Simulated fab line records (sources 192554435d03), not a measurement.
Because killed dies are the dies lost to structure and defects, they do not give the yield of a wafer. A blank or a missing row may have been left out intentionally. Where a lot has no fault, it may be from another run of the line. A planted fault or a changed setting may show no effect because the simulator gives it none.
Chamber matching | flow n5 finfet | N5_BEOL_M5_ETCH_61 on rie diel-01 has 4 sister chambers
The step etches SiARC in CF4, target depth 15.6 nm, time 26 s. 18 wafers are shown with their chamber, then 9 later ones without.

EACH WAFER AND ITS CHAMBER
wafer  | chamber | drypump motor current A (A) | throttle valve pct (%) | oes product au (a.u.)
L079.3 | 2       | 5.6                         | 15.45                  | 0.63
L079.4 | 3       | 5.9                         | 15.54                  | 0.71
L079.6 | 0       | 5.4                         | 15.86                  | 0.69
L080.1 | 2       | 5.6                         | 15.48                  | 0.62
L080.4 | 0       | 5.3                         | 15.87                  | 0.68
L080.5 | 2       | 5.6                         | 15.46                  | 0.62
L083.2 | 2       | 5.6                         | 15.48                  | 0.61
L083.3 | 3       | 5.9                         | 15.53                  | 0.69
L083.5 | 3       | 5.9                         | 15.52                  | 0.70
L084.1 | 3       | 5.9                         | 15.56                  | 0.69
L084.3 | 1       | 6.4                         | 15.47                  | 0.73
L084.6 | 3       | 5.9                         | 15.55                  | 0.69
L085.3 | 1       | 6.4                         | 15.45                  | 0.72
L085.4 | 3       | 5.9                         | 15.55                  | 0.69
L085.6 | 3       | 5.9                         | 15.58                  | 0.69
L088.3 | 1       | 6.4                         | 15.47                  | 0.72
L088.4 | 3       | 5.9                         | 15.56                  | 0.69
L088.6 | 3       | 5.9                         | 15.56                  | 0.68

SIGNATURES (averages over the wafers above)
reading                 | chamber 0 | chamber 1 | chamber 2 | chamber 3 | scatter within a chamber
drypump motor current A | 5.350     | 6.400     | 5.600     | 5.900     | 0.0189
throttle valve pct      | 15.8650   | 15.4633   | 15.4675   | 15.5500   | 0.016
oes product au          | 0.6850    | 0.7233    | 0.6200    | 0.6922    | 0.00789
Rule: for each reading, subtract the chamber's mean from the wafer's reading, divide by that reading's scatter and square the result; add these up over the readings and take the root, which gives the wafer's distance from the chamber. If the next closest chamber is less than 2 further off than the closest, the wafer can't be placed; otherwise it belongs to the closest. The scatter: the root of (the sum of the squares of (reading less its chamber's mean) over the shown wafers, divided by (wafers less chambers)).

WAFERS MISSING THEIR CHAMBER
wafer  | drypump motor current A (A) | throttle valve pct (%) | oes product au (a.u.)
L089.3 | 6.5                         | 15.47                  | 0.72
L089.4 | 5.9                         | 15.56                  | 0.69
L089.6 | 5.4                         | 15.89                  | 0.66
L090.2 | 6.4                         | 15.49                  | 0.72
L090.4 | 5.3                         | 15.90                  | 0.67
L090.6 | 5.4                         | 15.91                  | 0.66
L091.1 | 6.4                         | 15.48                  | 0.71
L091.3 | 5.4                         | 15.90                  | 0.65
L091.6 | 6.4                         | 15.49                  | 0.71

THE CHAMBER EACH PASSED THROUGH
wafer  | from the rows above | in truth
L089.3 | 1                   | 1
L089.4 | 3                   | 3
L089.6 | 0                   | 0
L090.2 | 1                   | 1
L090.4 | 0                   | 0
L090.6 | 0                   | 0
L091.1 | 1                   | 1
L091.3 | 0                   | 0
L091.6 | 1                   | 1
9 of 9 placed correctly. From these rows, 0 cannot be placed. Placed wrongly: 0.
